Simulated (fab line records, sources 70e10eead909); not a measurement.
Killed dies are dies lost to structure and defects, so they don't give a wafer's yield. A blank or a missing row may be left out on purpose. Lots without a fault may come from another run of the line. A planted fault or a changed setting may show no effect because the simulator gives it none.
Chamber matching | flow nand_harc | NHARC_A_STAIRCASE_ETCH_169 on rie_diel-11: 4 sister chambers
The step etches the open film in CH3F/O2, target depth 50 nm, time 107.1 s. 14 wafers are shown with their chamber, then 7 later ones without.

WAFERS WITH THEIR CHAMBER
wafer  | chamber | showerhead_plenum_p_Torr (Torr) | rf_vpp_V (V) | oes_product_au (a.u.)
L075.3 | 0       | 2.31                            | 243.3        | 0.967
L075.5 | 3       | 2.50                            | 243.6        | 0.970
L075.6 | 2       | 2.43                            | 244.7        | 0.958
L078.2 | 2       | 2.42                            | 243.1        | 0.985
L078.4 | 0       | 2.30                            | 243.3        | 0.946
L078.5 | 1       | 2.40                            | 243.9        | 0.957
L082.1 | 2       | 2.42                            | 244.3        | 0.979
L082.5 | 2       | 2.42                            | 244.4        | 0.991
L082.6 | 1       | 2.39                            | 243.8        | 0.958
L085.1 | 1       | 2.39                            | 243.5        | 0.974
L085.3 | 0       | 2.30                            | 242.9        | 0.960
L085.5 | 2       | 2.41                            | 244.3        | 0.967
L087.1 | 2       | 2.41                            | 243.8        | 0.949
L087.2 | 1       | 2.39                            | 242.7        | 0.955

SIGNATURES (means of the wafers above)
reading                  | chamber 0 | chamber 1 | chamber 2 | chamber 3 | scatter within a chamber
showerhead_plenum_p_Torr | 2.3033    | 2.3925    | 2.4183    | 2.5000    | 0.00652
rf_vpp_V                 | 243.167   | 243.475   | 244.100   | 243.600   | 0.511
oes_product_au           | 0.95767   | 0.96100   | 0.97150   | 0.97000   | 0.0134
Rule: a wafer's distance from a chamber is the root of the sum, over the readings, of the square of ((its reading less the chamber's mean) divided by the reading's scatter). The wafer belongs to the nearest chamber; if the next one is less than 2 further off, it can't be placed. The scatter: the root of (the sum of the squares of (reading less its chamber's mean) over the shown wafers, divided by (wafers less chambers)).

WAFERS WITHOUT THEIR CHAMBER
wafer  | showerhead_plenum_p_Torr (Torr) | rf_vpp_V (V) | oes_product_au (a.u.)
L087.3 | 2.48                            | 244.2        | 0.953
L092.1 | 2.48                            | 244.9        | 0.934
L092.2 | 2.29                            | 241.3        | 0.945
L092.5 | 2.29                            | 243.0        | 0.932
L095.1 | 2.40                            | 245.2        | 0.948
L095.3 | 2.29                            | 241.8        | 0.968
L095.4 | 2.38                            | 242.2        | 0.949

WHICH CHAMBER EACH WENT THROUGH
wafer  | from the rows above     | in truth
L087.3 | 3                       | 3
L092.1 | 3                       | 3
L092.2 | 0                       | 0
L092.5 | 0                       | 0
L095.1 | can't be placed: 1 or 2 | 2
L095.3 | 0                       | 0
L095.4 | 1                       | 1
Placed correctly: 6 of 7. Can't be placed from these rows: 1 (the true chamber is among the candidates in 1). Placed wrongly: 0.
